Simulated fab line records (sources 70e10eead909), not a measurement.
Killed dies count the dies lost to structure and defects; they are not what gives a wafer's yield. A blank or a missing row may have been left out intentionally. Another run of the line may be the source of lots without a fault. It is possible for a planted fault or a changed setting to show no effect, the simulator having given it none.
What tool caused it? | flow nandHarc | Sampling: 24 lots, 72 wafers, 3 of 1302 route steps

## WHAT THE GAUGES SHOWED, per wafer
NHARC_A_ZERO_WELL_INSPECT_17. Usual: 11 for rawDefectCount, sd 5.8.
lot  | measured     | on               | rawDefectCount | flag
L074 | day 7 03:45  | defectInspect-02 | 1 5 14         | 
L075 | day 7 06:25  | defectInspect-01 | 8 5 9          | 
L076 | day 7 16:07  | defectInspect-01 | 10 12 7        | 
L078 | day 8 08:43  | defectInspect-01 | 4 14 4         | 
L077 | day 8 09:19  | defectInspect-02 | 10 8 4         | 
L079 | day 9 00:16  | defectInspect-02 | 12 8 7         | 
L080 | day 9 11:25  | defectInspect-02 | 12 9 15        | 
L081 | day 9 19:40  | defectInspect-02 | 7 11 10        | 
L082 | day 10 06:38 | defectInspect-02 | 22 36 21       | 
L083 | day 11 00:52 | defectInspect-01 | 8 3 18         | 
L084 | day 11 06:31 | defectInspect-02 | 5 5 5          | 
L085 | day 11 11:55 | defectInspect-02 | 12 5 7         | 
L086 | day 11 16:49 | defectInspect-02 | 7 11 16        | 
L087 | day 12 02:05 | defectInspect-02 | 15 22 19       | 
L088 | day 12 21:07 | defectInspect-02 | 18 14 13       | 
L089 | day 12 21:29 | defectInspect-01 | 8 9 17         | 
L090 | day 13 16:17 | defectInspect-02 | 5 8 12         | 
L091 | day 13 23:11 | defectInspect-01 | 19 11 12       | 
L092 | day 14 07:35 | defectInspect-01 | 4 11 8         | 
L093 | day 14 16:56 | defectInspect-01 | 15 16 11       | 
L094 | day 15 10:38 | defectInspect-01 | 5 8 17         | 
L095 | day 15 11:41 | defectInspect-01 | 3 9 12         | 
L096 | day 15 22:13 | defectInspect-01 | 10 10 6        | 
L097 | day 16 17:55 | defectInspect-02 | 9 10 9         | 

NHARC_A_ONON_D1_THK_MEAS_30: measures by ellipsometry. Usual: 998 nm for thkNm, sd 9.2.
lot  | measured     | on           | thkNm (nm)     | flag
L074 | day 8 14:31  | filmMetro-02 | 996 996 997    | 
L075 | day 8 14:32  | filmMetro-01 | 1002 1002 1001 | 
L076 | day 9 00:50  | filmMetro-01 | 988 989 987    | 
L078 | day 9 20:14  | filmMetro-02 | 1010 1007 1008 | 
L077 | day 9 20:15  | filmMetro-01 | 994 994 993    | 
L079 | day 10 16:07 | filmMetro-01 | 997 998 998    | 
L080 | day 11 00:05 | filmMetro-02 | 994 995 995    | 
L081 | day 11 06:40 | filmMetro-02 | 995 992 992    | 
L082 | day 11 16:56 | filmMetro-01 | 1000 1002 1002 | 
L083 | day 12 11:56 | filmMetro-02 | 1000 1000 1000 | 
L084 | day 12 17:22 | filmMetro-01 | 1006 1005 1007 | 
L085 | day 12 23:19 | filmMetro-02 | 1008 1010 1009 | 
L086 | day 12 23:20 | filmMetro-01 | 1013 1012 1012 | 
L087 | day 13 15:07 | filmMetro-01 | 1000 998 1001  | 
L088 | day 14 07:27 | filmMetro-02 | 1008 1007 1005 | 
L089 | day 14 07:28 | filmMetro-01 | 1000 997 999   | 
L090 | day 15 03:34 | filmMetro-01 | 1015 1016 1016 | 
L091 | day 15 11:23 | filmMetro-02 | 998 1000 1003  | 
L092 | day 15 17:32 | filmMetro-02 | 994 993 992    | 
L093 | day 16 01:56 | filmMetro-01 | 994 994 993    | 
L094 | day 16 20:38 | filmMetro-01 | 973 974 974    | 
L095 | day 16 20:31 | filmMetro-01 | 1004 1004 1005 | 
L096 | day 17 07:29 | filmMetro-02 | 995 994 994    | 
L097 | day 18 01:52 | filmMetro-02 | 980 982 982    | 

## WHAT TOOL EACH LOT RAN ON (gives the tool, then ch and the chambers of the sampled wafers, and finally the start)
lot  | NHARC_A_ZERO_WELL_RTA_16
L074 | rtpAnneal-02 ch 0, day 7 03:34
L075 | rtpAnneal-02 ch 0, day 7 06:17
L076 | rtpAnneal-02 ch 0, day 7 15:59
L078 | rtpAnneal-02 ch 0, day 8 08:36
L077 | rtpAnneal-02 ch 0, day 8 09:09
L079 | rtpAnneal-02 ch 0, day 9 00:05
L080 | rtpAnneal-02 ch 0, day 9 11:13
L081 | rtpAnneal-02 ch 0, day 9 19:28
L082 | rtpAnneal-01 ch 0, day 10 06:26
L083 | rtpAnneal-01 ch 0, day 11 00:42
L084 | rtpAnneal-01 ch 0, day 11 06:22
L085 | rtpAnneal-01 ch 0, day 11 11:47
L086 | rtpAnneal-02 ch 0, day 11 16:40
L087 | rtpAnneal-02 ch 0, day 12 01:53
L088 | rtpAnneal-01 ch 0, day 12 20:58
L089 | rtpAnneal-02 ch 0, day 12 21:19
L090 | rtpAnneal-02 ch 0, day 13 16:05
L091 | rtpAnneal-01 ch 0, day 13 22:59
L092 | rtpAnneal-02 ch 0, day 14 07:23
L093 | rtpAnneal-01 ch 0, day 14 16:44
L094 | rtpAnneal-01 ch 0, day 15 10:27
L095 | rtpAnneal-01 ch 0, day 15 11:29
L096 | rtpAnneal-01 ch 0, day 15 22:01
L097 | rtpAnneal-02 ch 0, day 16 17:44
- NHARC_A_ZERO_WELL_RTA_16: time 10 s.

## AS READ BY THE TOOLS THEMSELVES (means over the sampled wafers that have a number; for cases with no such wafer, the mark the record gives instead)
NHARC_A_ZERO_WELL_RTA_16. Usual: lampPowerPct 30.42 %, standard deviation 0.055; lamp_zone_7_pct 30.91 %, standard deviation 0.051; wafer_temp_C_max 1005.2, standard deviation 1.7.
lot  | tool         | lampPowerPct (%) | lamp_zone_7_pct (%) | wafer_temp_C_max | flag
L074 | rtpAnneal-02 | 30.47            | 30.94               | 1004.4           | 
L075 | rtpAnneal-02 | 30.45            | 30.96               | 1005.6           | 
L076 | rtpAnneal-02 | 30.48            | 30.98               | 1005.9           | 
L078 | rtpAnneal-02 | 30.42            | 30.90               | 1004.8           | 
L077 | rtpAnneal-02 | 30.43            | 30.96               | 1007.1           | 
L079 | rtpAnneal-02 | 30.44            | 30.92               | 1007.0           | 
L080 | rtpAnneal-02 | 30.50            | 30.98               | 1006.4           | 
L081 | rtpAnneal-02 | 30.46            | 30.93               | 1006.8           | 
L082 | rtpAnneal-01 | 30.38            | 30.85               | 1003.5           | 
L083 | rtpAnneal-01 | 30.40            | 30.90               | 1004.3           | 
L084 | rtpAnneal-01 | 30.36            | 30.87               | 1003.1           | 
L085 | rtpAnneal-01 | 30.41            | 30.89               | 1003.6           | 
L086 | rtpAnneal-02 | 30.44            | 30.95               | 1006.8           | 
L087 | rtpAnneal-02 | 30.44            | 30.95               | 1006.3           | 
L088 | rtpAnneal-01 | 30.37            | 30.88               | 1004.0           | 
L089 | rtpAnneal-02 | 30.47            | 30.91               | 1005.6           | 
L090 | rtpAnneal-02 | 30.47            | 30.95               | 1007.2           | 
L091 | rtpAnneal-01 | 30.33            | 30.86               | 1003.3           | 
L092 | rtpAnneal-02 | 30.48            | 30.95               | 1007.1           | 
L093 | rtpAnneal-01 | 30.40            | 30.89               | 1003.7           | 
L094 | rtpAnneal-01 | 30.38            | 30.85               | 1004.4           | 
L095 | rtpAnneal-01 | 30.33            | 30.83               | 1004.1           | 
L096 | rtpAnneal-01 | 30.36            | 30.87               | 1003.5           | 
L097 | rtpAnneal-02 | 30.47            | 30.96               | 1005.6           | 

## THE ANSWER, worked out from the rows above alone
Rule: lot off if the mean of its wafers having a number is beyond 3 standard deviations from the usual mean. Also off: a lot with no number at a reading for which 4 or more lots have one. All remaining lots with rows at the step are treated as sound. The gauges are gone through in route order, then the tools' own readings, and for those a lot's mean is taken as printed above. At the first step where some lot is off, the reading lying furthest off is the one used; lots without a number count as furthest.
Across all readings shown, no lot is off: no conclusion can be drawn from this.

## WHAT THE SIMULATOR HAD INSERTED
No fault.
